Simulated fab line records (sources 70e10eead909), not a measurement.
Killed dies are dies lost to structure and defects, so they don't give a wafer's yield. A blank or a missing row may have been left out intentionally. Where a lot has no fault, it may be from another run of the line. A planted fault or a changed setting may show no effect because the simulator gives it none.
fab line records    flow nand-harc
record: lots: 6  wafers: 18  last-day: 34
route steps=1302 shown P_M1@291 P_M2@318 END@1302
lots untouched by any fault: they come from a run of this same line in which no faults occurred
start-h: start of the lot's first displayed wafer, in hours after the record's first day    wait-h: hours elapsed since this lot's preceding step    " the same as in the row above    L1.1+2: a single row standing in for several wafers    - no value, or no start given    * or withheld: withheld    < > ~ a bound
route shown NAME@n: a module of which the file shows steps, and the number in the route of the first    usual: the fault-free wafers' mean and standard deviation    same: alike in all rows    chamber/n: place in a boat    sites: each site's reading    _std_site: their standard deviation    _edge_site: the outer-site mean with the inner-site mean subtracted    radius-mm: how far each site lies from the wafer's centre    mask NAME#n: copy n    behind: the most recent tool/chamber to have shaped the wafer    hold: why the lot went on hold/how many hours it stayed there/how the hold came to an end    device: whichever transistor did not switch (one of n, p or np)    end of line: the route-end tests of the same wafers    step lacking rows: just its recipe    killed: the dies lost at the first sort to structure and to defects; this is not the yield of the wafer    map: the dies of a wafer, with x for killed, . for not killed, _ for no die there
set.NAME: the setting that was run; set.NAME@STEP: the one run at that earlier step    model.NAME: the simulator's own value behind a step, which no gauge read
lots at selected steps of the route; one table per step, one row per wafer
services: a tool's chamber out of use, with start hour (start-h, from the record's first day; less than 0 if before it), hours out, and reason
== steps ==
step: NHARC_P_M1_EBR_05
step: NHARC_P_M1_EXPOSE_06
recipe: na: 1.35  target-cd-nm: 130  dose-mj: 81.88  mask-id: P_M1
step: NHARC_P_M1_PEB_07
recipe: peb-temp-c: 100  peb-time-s: 65
step: NHARC_P_M1_DEVELOP_08
recipe: develop-time-s: 35  dev-temp-c: 23
step: NHARC_P_M1_CD_MEAS_09
recipe: target-cd-nm: 130  landing-energy-ev: 500
usual: cd-nm: 130.1/0.69
lot.wafer  tool       chamber  start-h  wait-h  cd-nm
L893.3     cd-sem-02  0        129.76   -       131.2
L893.5     "          0        "        "       130.6
L893.6     "          0        "        "       131.2
L899.1     cd-sem-03  0        193.63   -       130.1
L899.2     "          0        "        "       129.6
L899.3     "          0        "        "       129.8
L902.1     cd-sem-02  0        214.73   -       129.8
L902.2     "          0        "        "       130.1
L902.6     "          0        "        "       130.8
L903.1     cd-sem-03  0        225.43   -       129.6
L903.3     "          0        "        "       129.3
L903.5     "          0        "        "       129.8
L911.4     cd-sem-03  0        312.00   -       130.4
L911.5     "          0        "        "       130.8
L911.6     "          0        "        "       130.4
L914.3     cd-sem-01  0        340.34   -       129.3
L914.4     "          0        "        "       129.5
L914.5     "          0        "        "       129.1
step: NHARC_P_M1_OVL_MEAS_10
recipe: pitch-nm: 260
usual: overlay-x-nm: -0.4/0.79  overlay-y-nm: -0.1/0.73
lot.wafer  tool        chamber  start-h  wait-h  overlay-x-nm  overlay-y-nm
L893.3     overlay-02  -        129.84   -       -1.2          -0.4
L893.5     "           -        "        "       -0.2          -0.5
L893.6     "           -        "        "       -0.3          0.0
L899.1     overlay-02  -        193.72   -       1.5           0.4
L899.2     "           -        "        "       1.7           -0.1
L899.3     "           -        "        "       1.2           0.7
L902.1     overlay-01  -        214.82   -       0.8           0.3
L902.2     "           -        "        "       0.5           -0.3
L902.6     "           -        "        "       1.0           0.0
L903.1     overlay-02  -        225.52   -       -1.9          -0.7
L903.3     "           -        "        "       -2.4          0.0
L903.5     "           -        "        "       -2.3          -1.0
L911.4     overlay-02  -        312.09   -       -0.9          -0.4
L911.5     "           -        "        "       -1.2          -1.0
L911.6     "           -        "        "       -1.2          -1.1
L914.3     overlay-02  -        340.42   -       0.2           0.4
L914.4     "           -        "        "       -0.7          -0.1
L914.5     "           -        "        "       -0.4          -0.3
step: NHARC_P_M1_INSPECT_11
usual: raw-defect-count: 4.4/2.4
lot.wafer  tool               chamber  start-h  wait-h  raw-defect-count
L893.3     defect-inspect-01  -        129.88   0.0     4
L893.5     "                  -        "        "       2
L893.6     "                  -        "        "       7
L899.1     defect-inspect-01  -        193.75   0.0     3
L899.2     "                  -        "        "       4
L899.3     "                  -        "        "       3
L902.1     defect-inspect-01  -        214.86   0.0     2
L902.2     "                  -        "        "       4
L902.6     "                  -        "        "       2
L903.1     defect-inspect-02  -        225.55   0.0     5
L903.3     "                  -        "        "       2
L903.5     "                  -        "        "       2
L911.4     defect-inspect-01  -        312.12   0.0     3
L911.5     "                  -        "        "       3
L911.6     "                  -        "        "       2
L914.3     defect-inspect-02  -        340.46   0.0     8
L914.4     "                  -        "        "       7
L914.5     "                  -        "        "       6
step: NHARC_P_M1_DESCUM_14
recipe: time-s: 3  o2-flow-sccm: 200  ar-flow-sccm: 0  bias-power-w: 0  chemistry: O2
usual: drypump-motor-current-A: 5.5/0.4  oes-product-au: 1.005/0.011  rf-vpp-V: 57.8/0.98  showerhead-plenum-p-Torr: 1.93/0.079  throttle-valve-pct: 11.311/0.0093
lot.wafer  tool         chamber  start-h  wait-h  drypump-motor-current-A  oes-product-au  rf-hours-counter-h  rf-vpp-V  showerhead-plenum-p-Torr  throttle-valve-pct
L893.3     rie-diel-03  0        129.93   0.1     5.4                      0.997           1                   58.8      1.96                      11.309
L893.6     "            0        "        "       5.4                      1.006           -                   58.6      1.96                      11.304
L893.5     "            1        "        "       6.1                      1.005           -                   57.4      1.86                      11.301
L899.2     rie-diel-12  2        193.81   0.1     5.0                      1.019           6                   56.7      1.83                      11.326
L899.3     "            3        "        "       5.6                      0.991           7                   58.4      2.06                      11.313
L899.1     "            1        "        "       5.3                      1.008           6                   56.2      1.95                      11.326
L902.2     rie-diel-12  0        214.92   0.1     5.1                      1.001           7                   56.5      1.95                      11.315
L902.1     "            1        "        "       5.3                      1.000           8                   58.3      1.95                      11.323
L902.6     "            1        "        "       5.3                      1.001           -                   58.7      1.95                      11.310
L903.1     rie-diel-03  0        225.61   0.1     5.4                      1.005           9                   58.0      1.96                      11.310
L903.3     "            1        "        "       6.1                      1.004           10                  57.4      1.86                      11.299
L903.5     "            1        "        "       6.1                      1.001           -                   54.4      1.86                      11.307
L911.4     rie-diel-12  0        312.21   0.1     5.1                      0.984           2                   56.5      1.94                      11.318
L911.6     "            1        "        "       5.3                      0.998           -                   57.9      1.94                      11.304
L911.5     "            2        "        "       5.0                      0.998           -                   56.3      1.83                      11.300
L914.3     rie-diel-12  0        340.53   0.1     5.1                      1.000           4                   57.9      1.94                      11.311
L914.4     "            2        "        "       5.0                      1.001           4                   55.7      1.83                      11.330
L914.5     "            3        "        "       5.5                      1.002           -                   58.5      2.06                      11.322
step: NHARC_P_M1_ETCH_35
recipe: target-depth-a: 400  overetch-a: 120  time-s: 43.94  ion-energy-ev: 200  n2-flow-sccm: 150  h2-flow-sccm: 150  ar-flow-sccm: 0  rf-w: 400  bias-w: 150  chemistry: N2/H2
step: NHARC_P_M1_ETCH_15
recipe: target-depth-a: 1825  time-s: 91.2  c4f8-flow-sccm: withheld  ar-flow-sccm: 400  rf-w: 600  bias-w: 300  chemistry: C4F8/Ar
step: NHARC_P_M1_CD_MEAS_16
usual: cd-nm: 129.8/0.85
lot.wafer  tool       chamber  start-h  wait-h  cd-nm
L893.3     cd-sem-03  -        130.24   -       131.3
L893.5     "          -        "        "       130.3
L893.6     "          -        "        "       131.5
L899.1     cd-sem-03  -        194.12   -       129.3
L899.2     "          -        "        "       129.8
L899.3     "          -        "        "       129.3
L902.1     cd-sem-02  -        215.27   -       129.6
L902.2     "          -        "        "       130.1
L902.6     "          -        "        "       131.0
L903.1     cd-sem-02  -        225.92   -       129.2
L903.3     "          -        "        "       128.2
L903.5     "          -        "        "       128.5
L911.4     cd-sem-02  -        312.51   -       131.5
L911.5     "          -        "        "       130.1
L911.6     "          -        "        "       130.6
L914.3     cd-sem-01  -        340.83   -       128.4
L914.4     "          -        "        "       128.9
L914.5     "          -        "        "       128.3
step: NHARC_P_M1_STRIP_18
recipe: power-w: 1000  n2-flow-sccm: 150  h2-flow-sccm: 150  ar-flow-sccm: 0  bias-w: 0  chemistry: N2/H2
usual: drypump-motor-current-A: 5.6/0.41  oes-product-au: 1.004/0.011  rf-vpp-V: 90.5/1  showerhead-plenum-p-Torr: 2.04/0.092  throttle-valve-pct: 14.172/0.01
same: bias-w: 0
lot.wafer  tool         chamber  start-h  wait-h  drypump-motor-current-A  oes-product-au  rf-hours-counter-h  rf-vpp-V  showerhead-plenum-p-Torr  throttle-valve-pct
L893.3     rie-diel-03  1        130.39   0.1     6.1                      1.012           1                   90.9      1.99                      14.151
L893.5     "            2        "        "       6.3                      1.006           -                   90.2      1.95                      14.175
L893.6     "            3        "        "       5.7                      1.018           -                   92.4      2.11                      14.173
L899.3     rie-diel-12  0        194.22   0.1     5.1                      1.012           6                   90.7      2.07                      14.171
L899.1     "            1        "        "       5.3                      0.994           6                   91.9      2.08                      14.179
L899.2     "            2        "        "       5.0                      1.013           6                   91.2      1.95                      14.159
L902.1     rie-diel-12  2        215.38   0.1     5.0                      1.012           7                   90.0      1.95                      14.163
L902.2     "            0        "        "       5.1                      1.004           7                   90.8      2.07                      14.178
L902.6     "            2        "        "       5.0                      1.015           -                   91.0      1.95                      14.184
L903.1     rie-diel-07  2        225.99   0.1     6.1                      1.002           30                  88.9      1.89                      14.177
L903.3     "            0        "        "       6.0                      0.999           37                  92.2      1.92                      14.173
L903.5     "            2        "        "       6.2                      1.011           -                   90.5      1.89                      14.175
L911.4     rie-diel-03  0        312.62   0.1     5.4                      1.013           2                   91.1      2.09                      14.172
L911.6     "            2        "        "       6.3                      1.010           -                   90.0      1.95                      14.163
L911.5     "            3        "        "       5.7                      0.998           -                   91.0      2.11                      14.168
L914.4     rie-diel-03  3        340.92   0.1     5.7                      0.999           4                   90.7      2.11                      14.175
L914.3     "            1        "        "       6.1                      0.996           5                   88.6      1.98                      14.163
L914.5     "            2        "        "       6.4                      0.992           -                   90.8      1.95                      14.179
step: NHARC_P_M1_ETCH_28
recipe: target-depth-a: 300  over-etch-frac: 0.3  time-s: 72.99  ion-energy-ev: 150  cf4-flow-sccm: 50  n2-flow-sccm: 100  ar-flow-sccm: 150  rf-w: 300  bias-w: 100  chemistry: CF4/N2
usual: bias-w: 100.00/0.3  cf4-flow-sccm: 50.01/0.14  drypump-motor-current-A: 5.6/0.42  oes-product-au: 1.005/0.011  rf-vpp-V: 314.0/2  showerhead-plenum-p-Torr: 2.62/0.11  throttle-valve-pct: 19.795/0.01
lot.wafer  tool         chamber  start-h  wait-h  bias-w  cf4-flow-sccm  drypump-motor-current-A  oes-product-au  rf-hours-counter-h  rf-vpp-V  showerhead-plenum-p-Torr  throttle-valve-pct
L893.3     rie-diel-03  1        130.56   -       99.94   49.98          6.1                      1.001           1                   313.3     2.56                      19.792
L893.6     "            0        "        "       99.98   49.93          5.4                      1.003           -                   315.9     2.69                      19.808
L893.5     "            1        "        "       99.43   50.02          6.1                      1.012           -                   313.2     2.56                      19.771
L899.2     rie-diel-12  2        194.43   -       100.08  49.86          5.1                      1.020           6                   312.4     2.52                      19.806
L899.3     "            3        "        "       100.40  49.92          5.5                      0.995           7                   316.2     2.82                      19.793
L899.1     "            0        "        "       100.01  50.21          5.1                      1.014           6                   314.9     2.67                      19.796
L902.1     rie-diel-12  1        215.64   -       99.64   50.10          5.3                      1.004           8                   316.1     2.67                      19.793
L902.2     "            2        "        "       100.53  49.96          5.1                      1.016           7                   312.7     2.52                      19.794
L902.6     "            0        "        "       99.91   49.72          5.1                      1.017           -                   314.3     2.67                      19.799
L903.1     rie-diel-07  1        226.24   -       100.10  50.43          5.3                      0.996           35                  316.8     2.72                      19.786
L903.3     "            3        "        "       100.10  50.27          5.4                      0.988           32                  313.8     2.54                      19.805
L903.5     "            1        "        "       99.77   50.01          5.3                      1.013           -                   315.9     2.72                      19.798
L911.4     rie-diel-03  1        312.82   -       99.42   49.95          6.1                      0.996           3                   311.9     2.56                      19.793
L911.6     "            0        "        "       100.29  50.39          5.5                      1.017           -                   316.2     2.68                      19.795
L911.5     "            1        "        "       99.82   49.70          6.1                      1.010           -                   312.6     2.56                      19.805
L914.3     rie-diel-03  0        341.14   -       100.14  50.24          5.5                      1.008           5                   315.3     2.68                      19.789
L914.4     "            2        "        "       99.85   50.13          6.4                      1.004           5                   312.4     2.51                      19.806
L914.5     "            1        "        "       100.31  50.22          6.1                      1.002           -                   312.6     2.55                      19.791
step: NHARC_P_M1_STRIP_19
recipe: time-s: 600  temp-c: 30  chemistry: post-etch-residue-remover
step: NHARC_P_M1_DEGAS_29
recipe: temp-c: 250  time-s: 60
usual: heater-power-w: 335/26
lot.wafer  tool            chamber  start-h  wait-h  heater-power-w
L893.3     pvd-sputter-01  -        130.95   -       312
L893.5     "               -        "        "       320
L893.6     "               -        "        "       315
L899.3     pvd-sputter-01  -        194.83   -       327
L899.2     "               -        "        "       347
L899.1     "               -        "        "       325
L902.1     pvd-sputter-01  -        216.05   -       345
L902.2     "               -        "        "       331
L902.6     "               -        "        "       345
L903.1     pvd-sputter-02  -        226.63   -       312
L903.3     "               -        "        "       359
L903.5     "               -        "        "       322
L911.4     pvd-sputter-01  -        313.24   -       335
L911.6     "               -        "        "       333
L911.5     "               -        "        "       322
L914.4     pvd-sputter-01  -        341.53   -       294
L914.3     "               -        "        "       320
L914.5     "               -        "        "       308
step: NHARC_P_M1_PRE_CLEAN_30
recipe: time-s: 30  temp-c: 280  gas: H2/He
step: NHARC_P_M1_PVD_20
recipe: target-thk-a: 50  bias-v: 168.6  power-w: 15000  chamber-pressure-pa: 0.12  time-s: 8.06  substrate-temp-c: 50  material: TaN
step: NHARC_P_M1_PVD_21
recipe: target-thk-a: 300  chamber-pressure-pa: 5  power-w: 5000  substrate-temp-c: 30  time-s: 20.49  material: Cu
step: NHARC_P_M1_ECD_22
recipe: target-thk-a: 4000  bath-temp-c: 25  material: Cu
step: NHARC_P_M1_ANNEAL_31
recipe: temp-c: 225  time-s: 90
step: NHARC_P_M1_CMP_23
recipe: t-overpolish-s: 20  target-thk-nm: 157.82
step: NHARC_P_M1_THK_MEAS_24
recipe: thk-meas-gauge: xrf
usual: thk-nm: 157.7/1.3
lot.wafer  tool           chamber  start-h  wait-h  thk-nm
L893.3     film-metro-01  -        132.35   -       157.1
L893.5     "              -        "        "       156.5
L893.6     "              -        "        "       157.3
L899.1     film-metro-02  -        196.26   -       156.3
L899.2     "              -        "        "       157.0
L899.3     "              -        "        "       156.3
L902.1     film-metro-02  -        217.45   -       159.4
L902.2     "              -        "        "       158.9
L902.6     "              -        "        "       158.7
L903.1     film-metro-01  -        228.05   -       158.0
L903.3     "              -        "        "       158.2
L903.5     "              -        "        "       159.1
L911.4     film-metro-02  -        314.62   -       160.1
L911.5     "              -        "        "       157.8
L911.6     "              -        "        "       158.6
L914.3     film-metro-02  -        342.93   -       158.0
L914.4     "              -        "        "       156.5
L914.5     "              -        "        "       157.8
step: NHARC_P_M1_SRD_25
step: NHARC_P_M1_PRE_CLEAN_32
recipe: time-s: 12  temp-c: 370  rf-power-w: 300  gas: NH3
usual: heater-power-w: 599/59
lot.wafer  tool      chamber  start-h  wait-h  heater-power-w
L893.3     pecvd-02  2        132.65   0.1     644
L893.5     "         2        "        "       628
L893.6     "         2        "        "       648
L899.1     pecvd-02  2        196.48   0.1     616
L899.2     "         0        "        "       695
L899.3     "         1        "        "       636
L902.1     pecvd-03  2        217.68   0.1     600
L902.2     "         0        "        "       635
L902.6     "         1        "        "       598
L903.3     pecvd-03  0        228.27   0.1     659
L903.1     "         2        "        "       596
L903.5     "         1        "        "       538
L911.5     pecvd-03  1        314.88   0.1     526
L911.6     "         2        "        "       624
L911.4     "         0        "        "       601
L914.3     pecvd-01  1        343.17   0.1     620
L914.4     "         1        "        "       613
L914.5     "         2        "        "       545
step: NHARC_P_M1_DEP_33
recipe: target-thk-a: 300  temp-c: 370  target-thk-nm: 30  pressure-torr: 3  flow-sccm: 200  rf-w: 450  material: SiCN
step: NHARC_P_M2_DEP_00
recipe: target-thk-a: 1825  target-thk-nm: 182.5  temp-c: withheld  pressure-torr: 5  flow-sccm: 200  rf-w: 600  material: SiOC
step: NHARC_P_M2_DEHYDRATE_01
recipe: temp-c: 150  time-s: 120
step: NHARC_P_M2_HMDS_02
recipe: time-s: 30
step: NHARC_P_M2_COAT_34
recipe: temp-c: 200  time-s: 65
step: NHARC_P_M2_COAT_03
recipe: spin-rpm: 1500  resist-thk-nm: 90
step: NHARC_P_M2_SOFTBAKE_04
recipe: temp-c: 105  time-s: 55
step: NHARC_P_M2_EBR_05
step: NHARC_P_M2_EXPOSE_06
recipe: na: 1.35  target-cd-nm: 170  dose-mj: 80.78  mask-id: P_M2
step: NHARC_P_M2_PEB_07
recipe: peb-temp-c: 100  peb-time-s: 65
step: NHARC_P_M2_DEVELOP_08
recipe: develop-time-s: 35  dev-temp-c: 23
step: NHARC_P_M2_CD_MEAS_09
recipe: target-cd-nm: 170  landing-energy-ev: 500
usual: cd-nm: 170.1/0.6
lot.wafer  tool       chamber  start-h  wait-h  cd-nm
L893.3     cd-sem-02  0        134.69   -       169.9
L893.5     "          0        "        "       170.6
L893.6     "          0        "        "       169.7
L899.1     cd-sem-01  0        197.81   -       170.3
L899.2     "          0        "        "       170.7
L899.3     "          0        "        "       170.9
L902.1     cd-sem-01  0        218.88   -       170.2
L902.2     "          0        "        "       170.1
L902.6     "          0        "        "       170.9
L903.1     cd-sem-01  0        229.61   -       169.4
L903.3     "          0        "        "       168.9
L903.5     "          0        "        "       169.8
L911.4     cd-sem-01  0        316.05   -       169.6
L911.5     "          0        "        "       170.2
L911.6     "          0        "        "       169.4
L914.3     cd-sem-02  0        344.49   -       170.0
L914.4     "          0        "        "       169.2
L914.5     "          0        "        "       169.3
step: NHARC_P_M2_OVL_MEAS_10
recipe: pitch-nm: 340
usual: overlay-x-nm: 0.1/0.92  overlay-y-nm: 0.0/0.71
lot.wafer  tool        chamber  start-h  wait-h  overlay-x-nm  overlay-y-nm
L893.3     overlay-01  -        134.78   -       0.3           1.2
L893.5     "           -        "        "       0.1           1.0
L893.6     "           -        "        "       -0.4          1.6
L899.1     overlay-02  -        197.90   -       -1.5          0.9
L899.2     "           -        "        "       -0.3          1.5
L899.3     "           -        "        "       -0.5          1.5
L902.1     overlay-01  -        218.96   -       1.5           -1.3
L902.2     "           -        "        "       1.2           -0.8
L902.6     "           -        "        "       1.1           -1.3
L903.1     overlay-02  -        229.70   -       -0.5          0.1
L903.3     "           -        "        "       -0.6          0.2
L903.5     "           -        "        "       -0.7          -0.5
L911.4     overlay-02  -        316.13   -       -0.3          0.2
L911.5     "           -        "        "       0.3           -0.3
L911.6     "           -        "        "       -0.1          -0.1
L914.3     overlay-02  -        344.57   -       1.8           0.4
L914.4     "           -        "        "       1.8           0.8
L914.5     "           -        "        "       1.4           1.3
step: NHARC_P_M2_DESCUM_14
recipe: time-s: 3  o2-flow-sccm: 200  ar-flow-sccm: 0  bias-power-w: 0  chemistry: O2
usual: drypump-motor-current-A: 5.7/0.62  oes-product-au: 0.995/0.01  rf-vpp-V: 57.8/0.85  showerhead-plenum-p-Torr: 1.92/0.073  throttle-valve-pct: 11.311/0.009
lot.wafer  tool         chamber  start-h  wait-h  drypump-motor-current-A  oes-product-au  rf-hours-counter-h  rf-vpp-V  showerhead-plenum-p-Torr  throttle-valve-pct
L893.3     rie-diel-04  2        134.87   0.1     5.7                      1.014           8                   59.0      1.88                      11.321
L893.6     "            2        "        "       5.7                      1.013           -                   58.4      1.88                      11.318
L893.5     "            3        "        "       6.8                      0.994           -                   58.5      1.99                      11.330
L899.2     rie-diel-13  1        197.99   0.1     5.7                      0.994           1                   57.7      2.00                      11.314
L899.1     "            2        "        "       5.1                      1.004           1                   58.2      1.81                      11.312
L899.3     "            0        "        "       6.4                      0.988           1                   57.0      1.85                      11.318
L902.1     rie-diel-06  2        219.06   0.1     6.2                      1.000           6                   57.3      1.82                      11.302
L902.2     "            3        "        "       4.8                      0.988           6                   58.5      1.98                      11.316
L902.6     "            2        "        "       6.2                      0.992           -                   56.4      1.82                      11.309
L903.3     rie-diel-13  1        229.79   0.1     5.8                      0.996           3                   57.8      1.99                      11.303
L903.1     "            0        "        "       6.4                      0.973           3                   56.9      1.85                      11.314
L903.5     "            1        "        "       5.8                      0.997           -                   57.4      2.00                      11.319
L911.4     rie-diel-04  2        316.22   0.1     5.6                      1.004           7                   57.9      1.87                      11.311
L911.6     "            2        "        "       5.7                      0.985           -                   59.0      1.87                      11.324
L911.5     "            3        "        "       6.8                      1.012           -                   58.6      1.99                      11.310
L914.4     rie-diel-04  0        344.68   0.1     5.8                      0.999           9                   57.9      1.91                      11.323
L914.3     "            1        "        "       4.9                      0.987           9                   58.7      1.92                      11.303
L914.5     "            3        "        "       6.8                      1.005           -                   57.8      1.99                      11.317
step: NHARC_P_M2_ETCH_35
recipe: target-depth-a: 400  overetch-a: 120  time-s: 43.94  ion-energy-ev: 200  n2-flow-sccm: 150  h2-flow-sccm: 150  ar-flow-sccm: 0  rf-w: 400  bias-w: 150  chemistry: N2/H2
step: NHARC_END_SORT_01
recipe: temp-c: 25
usual: defect-limited-yield: 91.0/2.6  killed-at-array: 57/17  killed-at-other: 0.5/0.82  killed-at-periphery: 4.0/2.8  killed-dies: 61/18  killed-open: 2.9/2  killed-short: 2.3/1.7
same: gross-dies: 677
lot.wafer  tool       chamber  start-h  wait-h  defect-limited-yield[%]  killed-at-array  killed-at-other  killed-at-periphery  killed-dies  killed-open  killed-short
L902.1     prober-01  0        657.96   2.5     89.8                     64               2                3                    69           0            4
L902.2     prober-01  0        658.75   2.8     92.5                     45               3                3                    51           2            1
L902.6     prober-01  0        661.94   4.0     89.5                     70               0                1                    71           4            2
L903.1     prober-01  0        701.31   2.5     86.0                     93               0                2                    95           1            2
L903.3     prober-01  0        702.90   3.1     89.2                     72               0                1                    73           2            8
L903.5     prober-01  0        704.49   3.7     88.0                     81               0                0                    81           1            2
L911.4     prober-01  0        746.31   3.4     81.8                     57               0                66                   123          3            0
L911.5     prober-01  0        747.12   3.7     85.1                     38               2                61                   101          5            1
L911.6     prober-01  0        747.92   4.0     86.0                     58               0                37                   95           3            5
L914.3     prober-02  0        804.81   3.1     84.6                     63               1                40                   104          3            4
L914.4     prober-02  0        805.62   3.4     81.7                     58               0                66                   124          0            3
L914.5     prober-02  0        806.43   3.7     79.8                     67               0                70                   137          3            1
killed by level:class
L902.1 A_CHANNEL_HOLE_D1:chamber-film-flake=33 A_CHANNEL_HOLE_D2:chamber-film-flake=20 A_CONTACT:chamber-film-flake=5 A_CHANNEL_FILL_D1:geometric-particle:short=2 P_BONDPAD:chamber-film-flake=2 A_DECK1_JOINT:geometric-particle:short=1 A_WL_FILL:geometric-particle:short=1 P_ZERO_WELL:chamber-film-flake=1
L902.2 A_CHANNEL_HOLE_D1:chamber-film-flake=19 A_CHANNEL_HOLE_D2:chamber-film-flake=15 THIN_TSV:chamber-film-flake=3 P_GATE:chamber-film-flake=2 A_SLIT:chamber-film-flake=2 A_DECK1_JOINT:chamber-film-flake=2 A_CONTACT:chamber-film-flake=2 A_CHANNEL_HOLE_D1:geometric-particle:open=1
L902.6 A_CHANNEL_HOLE_D1:chamber-film-flake=40 A_CHANNEL_HOLE_D2:chamber-film-flake=19 A_CONTACT:chamber-film-flake=3 P_CONTACT:geometric-particle:open=1 A_ONON_D1:geometric-particle:short=1 A_ONON_D1:geometric-particle:open=1 A_SGD_CUT:geometric-particle:short=1 A_CONTACT:geometric-particle:open=1
L903.1 A_SLIT:chamber-film-flake=39 A_CHANNEL_HOLE_D1:chamber-film-flake=36 A_CONTACT:chamber-film-flake=7 A_STAIRCASE:chamber-film-flake=5 P_GATE:chamber-film-flake=2 A_DECK1_JOINT:chamber-film-flake=2 A_CHANNEL_FILL_D1:geometric-particle:short=1 A_CHANNEL_FILL_D2:geometric-particle:open=1
L903.3 A_SLIT:chamber-film-flake=29 A_CHANNEL_HOLE_D1:chamber-film-flake=16 A_CONTACT:chamber-film-flake=8 A_STAIRCASE:chamber-film-flake=6 A_DECK1_JOINT:geometric-particle:short=3 A_CHANNEL_FILL_D2:geometric-particle:short=2 A_CHANNEL_FILL_D1:chamber-film-flake=2 P_M0:geometric-particle:short=1
L903.5 A_SLIT:chamber-film-flake=35 A_CHANNEL_HOLE_D1:chamber-film-flake=30 A_CONTACT:chamber-film-flake=8 A_STAIRCASE:chamber-film-flake=5 A_ONON_D1:geometric-particle:short=1 A_CHANNEL_FILL_D1:geometric-particle:short=1 A_M1:geometric-particle:open=1
L911.4 P_M1:unspecified=65 A_CHANNEL_HOLE_D2:chamber-film-flake=34 A_CHANNEL_HOLE_D1:chamber-film-flake=9 A_SLIT:chamber-film-flake=3 A_M0:chamber-film-flake=3 A_STAIRCASE:chamber-film-flake=2 A_CONTACT:chamber-film-flake=2 A_CHANNEL_FILL_D1:geometric-particle:open=1
L911.5 P_M1:unspecified=60 A_CHANNEL_HOLE_D2:chamber-film-flake=11 A_CHANNEL_HOLE_D1:chamber-film-flake=6 A_CONTACT:chamber-film-flake=5 A_M0:chamber-film-flake=5 A_SLIT:chamber-film-flake=3 A_WL_FILL:geometric-particle:open=2 A_STAIRCASE:chamber-film-flake=2
L911.6 P_M1:unspecified=35 A_CHANNEL_HOLE_D2:chamber-film-flake=25 A_CONTACT:chamber-film-flake=8 A_CHANNEL_HOLE_D1:chamber-film-flake=4 A_SLIT:chamber-film-flake=4 A_M0:chamber-film-flake=4 A_WL_FILL:chamber-film-flake=3 A_SOURCE_PLATE:geometric-particle:short=2
L914.3 P_M1:unspecified=35 A_CHANNEL_HOLE_D2:chamber-film-flake=25 A_SLIT:chamber-film-flake=18 A_CHANNEL_HOLE_D1:chamber-film-flake=11 P_CONTACT:chamber-film-flake=4 A_CONTACT:geometric-particle:open=2 A_STAIRCASE:chamber-film-flake=2 P_M1:geometric-particle:short=1
L914.4 P_M1:unspecified=63 A_SLIT:chamber-film-flake=22 A_CHANNEL_HOLE_D2:chamber-film-flake=17 A_CHANNEL_HOLE_D1:chamber-film-flake=10 A_STAIRCASE:chamber-film-flake=3 A_M0:geometric-particle:short=2 P_CONTACT:chamber-film-flake=2 A_CONTACT:chamber-film-flake=2
L914.5 P_M1:unspecified=66 A_CHANNEL_HOLE_D2:chamber-film-flake=26 A_SLIT:chamber-film-flake=19 A_CHANNEL_HOLE_D1:chamber-film-flake=10 A_WL_FILL:chamber-film-flake=4 P_CONTACT:chamber-film-flake=3 A_STAIRCASE:chamber-film-flake=3 A_CHANNEL_FILL_D1:geometric-particle:open=1
map L911.4 (x killed, . not)
____________.____________
_________......._________
_______..........._______
______.......x.....______
_____..x............_____
____.................____
____.................____
___...................___
___...................___
__.....................__
__........x............__
_......................._
_...x..................._
_......................._
_.xx.............x......_
_......x................_
.xxx...............xxxxx.
.xxxxxxx...........x.xxxx
.xxxxx.x.............xxx.
.xxxxxxx...........xxxxx.
.xxxxxxx..........xxxxxxx
_xxxxxxx...........x.x.x_
_xxxxxxx............x.x._
_.xxxxxxx.........x..xx._
_xxxxxxxx..........x.x.x_
_xxxxxxx.x.............._
__xxxx.x..............x__
__.....................__
___............x.x....___
___....x...........x..___
____.................____
____.................____
_____..x............_____
______............x______
_______..........._______
_________......._________
____________.____________
map L914.5 (x killed, . not)
____________.____________
_________...x..._________
_______..........._______
______.............______
_____..............._____
____.................____
____...........x....x____
___...................___
___...................___
__.....................__
__.....................__
_......................._
_......................._
_.xx.................xx._
_.xx.............xx..x.x_
_....x.x.........x....x._
.x..xx.x........x...xxxx.
x.xxxxxxx..........xxxxxx
..xxxxx...........xxxxxxx
..xxxxxx...........x.xxxx
xxxxxxxx..........xxxxxx.
_xxxxxxx..........xxxxxx_
_.xxxxxxx..x........xxx._
_xxxxxxx.x.............._
_xxxxxxx..x.......x..xx._
_xxxxxx................x_
__.xx.xx...............__
__..xx.x...............__
___x....x.............___
___.....x.............___
____.................____
____.................____
_____..............._____
______.............______
_______..........._______
_________......._________
____________.____________
== services ==
tool            chamber  start-h  hours  kind
rie-diel-04     1        108.96   34.0   repair
pecvd-02        1        110.73   16.4   repair
rie-diel-07     -        117.20   9.0    pm
pecvd-03        -        118.24   0.9    repair
rie-diel-12     2        120.22   2.7    repair
pecvd-02        0        124.22   15.3   repair
pecvd-02        1        132.52   12.1   repair
pecvd-03        1        136.64   4.5    repair
rie-diel-13     0        140.28   14.3   repair
rie-diel-04     2        143.24   16.7   repair
rie-diel-12     0        161.89   4.7    repair
rie-diel-13     -        165.00   9.0    pm
rie-diel-12     0        173.09   3.4    repair
rie-diel-04     -        177.90   9.0    pm
rie-diel-13     1        182.43   5.5    repair
pecvd-03        -        185.12   13.0   pm
rie-diel-07     -        190.19   0.6    repair
rie-diel-12     3        209.05   13.6   repair
rie-diel-07     0        211.67   2.3    repair
pvd-sputter-01  -        226.00   10.0   pm
rie-diel-12     -        268.40   9.0    pm
rie-diel-03     -        281.45   9.0    pm
pvd-sputter-01  -        286.64   3.5    repair
rie-diel-03     3        322.46   13.9   repair
== key ==
first-sign: step: NHARC_END_SORT_01  reading: killed-at-periphery  direction: up  sigmas: 19  usual: 4.0  struck: 56.7
effect: step: NHARC_END_SORT_01  reading: defect-limited-yield  direction: down  sigmas: 3  usual: 91.0  struck: 83.2  wafers-moved: 4
more-kills-born-at: NHARC_P_M1_ETCH_28@rie-diel-03: 324
met-at NHARC_P_M1_ETCH_28
struck-wafers L911.4,L911.5,L911.6,L914.3,L914.4,L914.5
onset-between 130.56 312.82
also-fits time
fault: kind: chamber-particle-source  tool: rie-diel-03  chamber: -  onset-h: 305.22  steps: NHARC_P_M1_ETCH_28  rate-per-visit-cm2: 0.38069  end-h: 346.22
